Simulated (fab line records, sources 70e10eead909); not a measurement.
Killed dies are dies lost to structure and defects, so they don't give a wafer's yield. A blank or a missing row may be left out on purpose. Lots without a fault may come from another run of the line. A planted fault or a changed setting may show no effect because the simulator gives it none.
A sampling plan put to the test | flow nand_harc | one fab line, 28 faults that these records tell of, each judged on the records of the lots that it struck
The plan is the line's own looks: the steps of the route at which a gauge or an inspection reads the wafer and doesn't change it. A look can be judged if struck wafers have a number there and the file gives its usual mean and standard deviation on fault-free wafers. Caught: at a look after the fault's first step, the mean of the struck wafers lies 4 or more of those standard deviations (sigma) from the usual mean. On the tool: the same test on the tool's own readings at the fault's steps. Another recipe on the struck wafers, or a record that is blank for them alone, also counts as caught.

THE FAULTS, as the simulator had put them in
1. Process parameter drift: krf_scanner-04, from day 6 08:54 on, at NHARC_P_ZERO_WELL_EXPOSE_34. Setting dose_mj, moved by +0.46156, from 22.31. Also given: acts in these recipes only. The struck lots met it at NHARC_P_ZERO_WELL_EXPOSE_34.
2. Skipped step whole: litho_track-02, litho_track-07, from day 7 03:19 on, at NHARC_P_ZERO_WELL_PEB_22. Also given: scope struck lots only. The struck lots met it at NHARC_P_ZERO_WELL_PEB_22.
3. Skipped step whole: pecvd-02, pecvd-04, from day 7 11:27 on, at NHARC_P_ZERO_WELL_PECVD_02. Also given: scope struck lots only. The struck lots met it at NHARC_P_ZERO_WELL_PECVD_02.
4. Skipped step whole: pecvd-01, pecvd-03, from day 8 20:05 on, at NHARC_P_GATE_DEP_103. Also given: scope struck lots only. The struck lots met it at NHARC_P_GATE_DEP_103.
5. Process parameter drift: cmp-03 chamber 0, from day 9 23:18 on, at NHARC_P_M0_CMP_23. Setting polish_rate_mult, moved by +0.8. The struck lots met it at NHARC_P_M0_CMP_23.
6. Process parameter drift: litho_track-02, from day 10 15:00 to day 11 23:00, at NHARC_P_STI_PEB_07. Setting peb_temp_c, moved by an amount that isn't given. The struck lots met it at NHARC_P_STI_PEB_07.
7. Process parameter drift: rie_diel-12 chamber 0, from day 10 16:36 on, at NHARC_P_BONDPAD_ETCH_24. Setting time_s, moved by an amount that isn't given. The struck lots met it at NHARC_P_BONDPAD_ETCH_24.
8. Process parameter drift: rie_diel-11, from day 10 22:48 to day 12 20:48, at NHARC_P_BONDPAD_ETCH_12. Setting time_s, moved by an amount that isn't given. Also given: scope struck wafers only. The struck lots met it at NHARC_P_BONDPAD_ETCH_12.
9. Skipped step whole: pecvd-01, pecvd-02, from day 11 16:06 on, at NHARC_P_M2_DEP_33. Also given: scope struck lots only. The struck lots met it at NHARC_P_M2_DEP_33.
10. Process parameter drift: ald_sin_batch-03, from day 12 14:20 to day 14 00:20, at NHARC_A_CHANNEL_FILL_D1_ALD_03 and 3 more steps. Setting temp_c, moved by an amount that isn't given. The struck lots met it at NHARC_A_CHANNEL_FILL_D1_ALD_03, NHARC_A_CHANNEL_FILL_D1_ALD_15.
11. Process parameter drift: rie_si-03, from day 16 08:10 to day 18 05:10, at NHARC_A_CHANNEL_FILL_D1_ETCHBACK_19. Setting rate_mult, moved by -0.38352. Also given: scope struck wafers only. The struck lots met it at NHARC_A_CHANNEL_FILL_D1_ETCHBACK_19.
12. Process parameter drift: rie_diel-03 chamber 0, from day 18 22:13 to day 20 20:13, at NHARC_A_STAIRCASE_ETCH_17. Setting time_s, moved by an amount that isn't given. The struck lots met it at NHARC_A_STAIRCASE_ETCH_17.
13. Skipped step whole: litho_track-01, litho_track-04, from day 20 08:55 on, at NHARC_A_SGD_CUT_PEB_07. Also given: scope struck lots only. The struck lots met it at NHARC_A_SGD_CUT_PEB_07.
14. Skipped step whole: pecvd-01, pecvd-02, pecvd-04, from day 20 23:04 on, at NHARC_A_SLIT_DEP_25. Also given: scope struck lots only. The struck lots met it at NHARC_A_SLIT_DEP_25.
15. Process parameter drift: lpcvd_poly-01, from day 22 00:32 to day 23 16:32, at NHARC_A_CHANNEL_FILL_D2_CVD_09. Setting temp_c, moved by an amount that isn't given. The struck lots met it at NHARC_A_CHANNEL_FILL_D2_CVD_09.
16. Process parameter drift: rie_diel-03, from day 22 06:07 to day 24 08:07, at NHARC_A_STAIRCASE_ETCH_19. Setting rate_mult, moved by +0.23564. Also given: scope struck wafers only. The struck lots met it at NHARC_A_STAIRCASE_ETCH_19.
17. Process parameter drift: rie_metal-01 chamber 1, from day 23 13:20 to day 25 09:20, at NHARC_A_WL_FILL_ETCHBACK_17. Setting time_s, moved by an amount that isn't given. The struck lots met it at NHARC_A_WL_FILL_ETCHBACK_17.
18. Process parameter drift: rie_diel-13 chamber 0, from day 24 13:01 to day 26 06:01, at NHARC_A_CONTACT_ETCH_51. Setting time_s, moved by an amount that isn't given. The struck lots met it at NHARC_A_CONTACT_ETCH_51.
19. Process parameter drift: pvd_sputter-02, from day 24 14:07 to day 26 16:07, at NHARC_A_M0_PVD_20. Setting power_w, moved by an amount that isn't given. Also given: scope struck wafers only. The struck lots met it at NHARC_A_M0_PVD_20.
20. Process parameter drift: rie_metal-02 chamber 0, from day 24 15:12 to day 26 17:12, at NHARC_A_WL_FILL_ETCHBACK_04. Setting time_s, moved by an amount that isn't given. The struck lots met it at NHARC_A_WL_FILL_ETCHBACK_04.
21. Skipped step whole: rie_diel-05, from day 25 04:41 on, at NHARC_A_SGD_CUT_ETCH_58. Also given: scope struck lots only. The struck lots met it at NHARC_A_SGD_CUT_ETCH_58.
22. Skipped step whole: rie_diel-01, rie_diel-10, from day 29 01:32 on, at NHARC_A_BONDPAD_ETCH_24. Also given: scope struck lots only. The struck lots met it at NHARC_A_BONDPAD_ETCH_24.
23. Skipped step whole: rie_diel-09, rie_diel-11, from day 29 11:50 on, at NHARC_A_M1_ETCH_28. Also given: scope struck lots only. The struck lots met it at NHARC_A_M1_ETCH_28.
24. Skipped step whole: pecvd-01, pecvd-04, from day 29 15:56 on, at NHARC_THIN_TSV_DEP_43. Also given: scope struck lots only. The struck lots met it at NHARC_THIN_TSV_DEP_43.
25. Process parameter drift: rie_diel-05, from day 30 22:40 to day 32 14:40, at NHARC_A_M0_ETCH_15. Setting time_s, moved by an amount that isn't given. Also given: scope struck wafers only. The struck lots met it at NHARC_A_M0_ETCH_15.
26. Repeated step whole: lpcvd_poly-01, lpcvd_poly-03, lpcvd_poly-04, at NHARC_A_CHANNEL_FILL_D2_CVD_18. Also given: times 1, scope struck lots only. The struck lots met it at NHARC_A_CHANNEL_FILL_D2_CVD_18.
27. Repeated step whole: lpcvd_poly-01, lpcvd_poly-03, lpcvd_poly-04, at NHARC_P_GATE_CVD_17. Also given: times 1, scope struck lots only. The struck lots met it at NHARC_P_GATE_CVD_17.
28. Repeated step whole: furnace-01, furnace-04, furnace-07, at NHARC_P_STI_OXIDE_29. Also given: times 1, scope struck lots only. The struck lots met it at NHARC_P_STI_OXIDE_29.

WHAT THE PLAN SAW
fault | on the tool itself                               | first look that catches it                      | reading, sigma                                            | median hours from its first step to that look | hours from the fault's start to the first struck lot there | judged looks passed uncaught
1     | exposure_dose_mJ_cm2 +19 sigma                   | none of the 3 looks that can be judged after it | -                                                         | -                                             | -                                                          | 3
2     | the tool's record is blank for the struck wafers | no look after it can be judged                  | -                                                         | -                                             | -                                                          | 0
3     | the tool's record is blank for the struck wafers | not the one look that can be judged after it    | -                                                         | -                                             | -                                                          | 1
4     | the tool's record is blank for the struck wafers | not the one look that can be judged after it    | -                                                         | -                                             | -                                                          | 1
5     | only faintly: time_to_endpoint_s -2.9 sigma      | none of the 2 looks that can be judged after it | strongest: thk_nm at NHARC_P_M0_THK_MEAS_24, -2.6         | -                                             | -                                                          | 2
6     | plate_temp_C -16 sigma                           | NHARC_P_STI_CD_MEAS_09                          | cd_nm -5.0                                                | 0.1                                           | 6                                                          | 0
7     | run_length_s -55 sigma                           | no look after it can be judged                  | -                                                         | -                                             | -                                                          | 0
8     | run_length_s -31 sigma                           | not the one look that can be judged after it    | -                                                         | -                                             | -                                                          | 1
9     | the tool's record is blank for the struck wafers | not the one look that can be judged after it    | -                                                         | -                                             | -                                                          | 1
10    | susceptor_temp_C +48 sigma                       | not the one look that can be judged after it    | -                                                         | -                                             | -                                                          | 1
11    | oes_product_au -15 sigma                         | no look after it can be judged                  | -                                                         | -                                             | -                                                          | 0
12    | run_length_s +34 sigma                           | no look after it can be judged                  | -                                                         | -                                             | -                                                          | 0
13    | the tool's record is blank for the struck wafers | no look after it can be judged                  | -                                                         | -                                             | -                                                          | 0
14    | the tool's record is blank for the struck wafers | not the one look that can be judged after it    | -                                                         | -                                             | -                                                          | 1
15    | tube_center_temp_C -99 or beyond sigma           | no look after it can be judged                  | -                                                         | -                                             | -                                                          | 0
16    | oes_product_au +12 sigma                         | no look after it can be judged                  | -                                                         | -                                             | -                                                          | 0
17    | run_length_s -16 sigma                           | not the one look that can be judged after it    | strongest: killed_at_periphery at NHARC_END_SORT_01, +3.2 | -                                             | -                                                          | 1
18    | run_length_s -99 or beyond sigma                 | no look after it can be judged                  | -                                                         | -                                             | -                                                          | 0
19    | cathode_dc_power_W +99 or beyond sigma           | no look after it can be judged                  | -                                                         | -                                             | -                                                          | 0
20    | run_length_s -99 or beyond sigma                 | no look after it can be judged                  | -                                                         | -                                             | -                                                          | 0
21    | the tool's record is blank for the struck wafers | no look after it can be judged                  | -                                                         | -                                             | -                                                          | 0
22    | the tool's record is blank for the struck wafers | no look after it can be judged                  | -                                                         | -                                             | -                                                          | 0
23    | the tool's record is blank for the struck wafers | no look after it can be judged                  | -                                                         | -                                             | -                                                          | 0
24    | the tool's record is blank for the struck wafers | not the one look that can be judged after it    | -                                                         | -                                             | -                                                          | 1
25    | run_length_s -27 sigma                           | no look after it can be judged                  | -                                                         | -                                             | -                                                          | 0
26    | under 2 sigma                                    | no look after it can be judged                  | -                                                         | -                                             | -                                                          | 0
27    | under 2 sigma                                    | no look after it can be judged                  | -                                                         | -                                             | -                                                          | 0
28    | under 2 sigma                                    | no look after it can be judged                  | -                                                         | -                                             | -                                                          | 0
A dash: the fault isn't caught, or these records don't give the number.

Caught at a look: 1 of 28. Caught on the tool: 24 of 28. By one or the other: 24 of 28.
Caught on the tool alone: faults 1, 2, 3, 4, 7, 8, 9, 10, 11, 12, 13, 14, 15, 16, 17, 18, 19, 20, 21, 22, 23, 24, 25.
Caught by neither: faults 5, 26, 27, 28.

THINNER SAMPLING
If the look that catches a fault measured only every second or every third lot, by lot number, the first struck lot would be measured this late in the worst case:
fault | struck lots at that look, in order of time | every lot | every second lot | every third lot
6     | L257, L259, L260                           | 6 h       | 32 h             | may miss all 3
Hours are from the fault's start to the first struck lot that is measured. The limit of 4 sigma was tested on all struck wafers together, so one lot alone may lie under it. Other struck lots may not be in these records.

THE LONGEST TIMED WAY FROM STEP TO LOOK
Fault 6: a median of 0.1 hours passes between NHARC_P_STI_PEB_07 and NHARC_P_STI_CD_MEAS_09. No look between them can be judged.
